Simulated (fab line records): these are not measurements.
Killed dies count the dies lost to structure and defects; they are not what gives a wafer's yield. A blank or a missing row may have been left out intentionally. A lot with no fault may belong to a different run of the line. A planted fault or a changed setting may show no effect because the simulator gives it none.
Chamber matching :: flow nand_harc :: NHARC_A_CHANNEL_FILL_D1_ALD_14 on ald_hk-01: 4 sister chambers
The step deposits SiO2, target thk 2.5 nm, pulse time 10 s, ald cycles 25. 8 wafers are shown with their chamber, then 10 later ones without.

## WAFERS, EACH WITH ITS CHAMBER
wafer: L079.6
chamber: 0
heater_power_w (W): 435
precursor_pulse_height_rel: 0.982

wafer: L087.1
chamber: 0
heater_power_w (W): 443
precursor_pulse_height_rel: 0.966

wafer: L088.1
chamber: 2
heater_power_w (W): 491
precursor_pulse_height_rel: 0.991

wafer: L085.1
chamber: 1
heater_power_w (W): 493
precursor_pulse_height_rel: 1.011

wafer: L085.4
chamber: 2
heater_power_w (W): 488
precursor_pulse_height_rel: 1.013

wafer: L085.6
chamber: 3
heater_power_w (W): 500
precursor_pulse_height_rel: 1.004

wafer: L086.1
chamber: 3
heater_power_w (W): 506
precursor_pulse_height_rel: 0.993

wafer: L086.2
chamber: 1
heater_power_w (W): 500
precursor_pulse_height_rel: 0.971

## WAFERS WITHOUT THEIR CHAMBER
wafer: L086.6
heater_power_w (W): 487
precursor_pulse_height_rel: 1.003

wafer: L090.1
heater_power_w (W): 444
precursor_pulse_height_rel: 0.984

wafer: L090.4
heater_power_w (W): 526
precursor_pulse_height_rel: 0.990

wafer: L090.6
heater_power_w (W): 508
precursor_pulse_height_rel: 0.998

wafer: L089.1
heater_power_w (W): 482
precursor_pulse_height_rel: 1.043

wafer: L089.3
heater_power_w (W): 513
precursor_pulse_height_rel: 1.019

wafer: L089.6
heater_power_w (W): 500
precursor_pulse_height_rel: 1.042

wafer: L097.3
heater_power_w (W): 499
precursor_pulse_height_rel: 1.016

wafer: L097.4
heater_power_w (W): 504
precursor_pulse_height_rel: 0.988

wafer: L097.6
heater_power_w (W): 491
precursor_pulse_height_rel: 0.999

## WHICH CHAMBER EACH WENT THROUGH
wafer: L086.6
from the rows above: can't be placed: 2 or 1
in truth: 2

wafer: L090.1
from the rows above: 0
in truth: 0

wafer: L090.4
from the rows above: can't be placed: 3 or 1
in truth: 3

wafer: L090.6
from the rows above: can't be placed: 3 or 1
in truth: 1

wafer: L089.1
from the rows above: can't be placed: 2 or 1
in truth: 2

wafer: L089.3
from the rows above: can't be placed: 3 or 1
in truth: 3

wafer: L089.6
from the rows above: can't be placed: 3 or 1 or 2
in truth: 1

wafer: L097.3
from the rows above: can't be placed: 3 or 1 or 2
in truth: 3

wafer: L097.4
from the rows above: can't be placed: 3 or 1
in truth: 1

wafer: L097.6
from the rows above: can't be placed: 2 or 1
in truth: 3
1 of 10 placed correctly. Cannot be placed on the basis of these rows: 9; the candidates contain the true chamber in 8. Placed wrongly: 0.
How it was worked out, from the rows above alone: a wafer's distance from a chamber is the root of the sum, over the readings, of the square of ((its reading less the chamber's mean) divided by the reading's scatter). If the next closest chamber is less than 2 further off than the closest, the wafer can't be placed; otherwise it belongs to the closest. Each chamber's mean is taken over the wafers shown for it. How the scatter is found: for the shown wafers, subtract from each reading the mean of its chamber, square and add these, divide the total by (wafers less chambers), then take the root.
